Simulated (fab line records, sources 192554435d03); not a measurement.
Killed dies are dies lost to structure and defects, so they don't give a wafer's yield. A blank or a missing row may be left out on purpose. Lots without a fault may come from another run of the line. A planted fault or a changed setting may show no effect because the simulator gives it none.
Chamber matching | flow n5_finfet | N5_BEOL_M4_ETCH_77 on rie_diel-06: 4 sister chambers
The step etches underlayer in N2/H2, target depth 6.5 nm, time 5.2 s. 4 wafers are shown with their chamber, then 7 later ones without.

WAFERS WITH THEIR CHAMBER
wafer  | chamber | showerhead_plenum_p_Torr (Torr)
L075.1 | 2       | 2.41
L077.4 | 1       | 2.52
L085.2 | 3       | 2.63
L085.5 | 0       | 2.64

WAFERS WITHOUT THEIR CHAMBER
wafer  | showerhead_plenum_p_Torr (Torr)
L085.6 | 2.63
L092.1 | 2.64
L092.2 | 2.51
L092.4 | 2.63
L095.2 | 2.40
L095.4 | 2.62
L095.5 | 2.63

WHICH CHAMBER EACH WENT THROUGH
wafer  | from the rows above     | in truth
L085.6 | can't be placed: 3 or 0 | 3
L092.1 | can't be placed: 0 or 3 | 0
L092.2 | 1                       | 1
L092.4 | can't be placed: 3 or 0 | 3
L095.2 | 2                       | 2
L095.4 | can't be placed: 3 or 0 | 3
L095.5 | can't be placed: 3 or 0 | 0
Placed correctly: 2 of 7. Can't be placed from these rows: 5 (the true chamber is among the candidates in 5). Placed wrongly: 0.
How it was worked out, from the rows above alone: a wafer's distance from a chamber is the root of the sum, over the readings, of the square of ((its reading less the chamber's mean) divided by the reading's scatter). The wafer belongs to the nearest chamber; if the next one is less than 2 further off, it can't be placed. A chamber's mean is the mean of its shown wafers. The scatter: with one shown wafer a chamber, the root of the mean of the squares of how far each hidden wafer lies from its nearest shown one.
